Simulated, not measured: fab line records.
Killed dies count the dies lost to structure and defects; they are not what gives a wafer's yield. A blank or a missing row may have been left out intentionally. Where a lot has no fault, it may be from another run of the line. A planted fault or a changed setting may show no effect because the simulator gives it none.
Chamber matching	flow nand_harc	3 sister chambers for NHARC_P_M0_PRE_CLEAN_31 on pecvd-01
The step time 12 s. 16 wafers are shown with their chamber, then 8 later ones without.

== EACH WAFER AND ITS CHAMBER ==
wafer	chamber	heater_power_w (W)
L074.2	2	568
L074.3	1	716
L074.5	1	710
L076.1	2	572
L076.3	0	637
L076.6	0	629
L078.1	0	608
L078.3	1	651
L078.5	1	645
L084.3	1	615
L084.4	2	594
L084.6	0	621
L083.1	0	631
L083.2	1	575
L083.6	1	580
L093.1	0	628

SIGNATURES (averages over the wafers above)
reading	chamber 0	chamber 1	chamber 2	scatter within a chamber
heater_power_w	625.67	641.71	578.00	39.4
Rule: for each reading, subtract the chamber's mean from the wafer's reading, divide by that reading's scatter and square the result; add these up over the readings and take the root, which gives the wafer's distance from the chamber. If the next closest chamber is less than 2 further off than the closest, the wafer can't be placed; otherwise it belongs to the closest. The scatter is the square root of a quotient: the sum, over the shown wafers, of each reading's squared deviation from its chamber's mean, divided by wafers minus chambers.

== WAFERS WITH NO CHAMBER GIVEN ==
wafer	heater_power_w (W)
L093.3	624
L093.4	635
L097.1	699
L097.3	614
L097.6	631
L096.1	659
L096.2	637
L096.4	641

== THE CHAMBER EACH PASSED THROUGH ==
wafer	from the rows above	in truth
L093.3	can't be placed: 0 or 1 or 2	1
L093.4	can't be placed: 1 or 0 or 2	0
L097.1	can't be placed: 1 or 0 or 2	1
L097.3	can't be placed: 0 or 1 or 2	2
L097.6	can't be placed: 0 or 1 or 2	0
L096.1	can't be placed: 1 or 0 or 2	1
L096.2	can't be placed: 1 or 0 or 2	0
L096.4	can't be placed: 1 or 0 or 2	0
Correctly placed: 0 of 8. From these rows, 8 cannot be placed; in 8 the true chamber is one of the candidates. Number placed wrongly: 0.
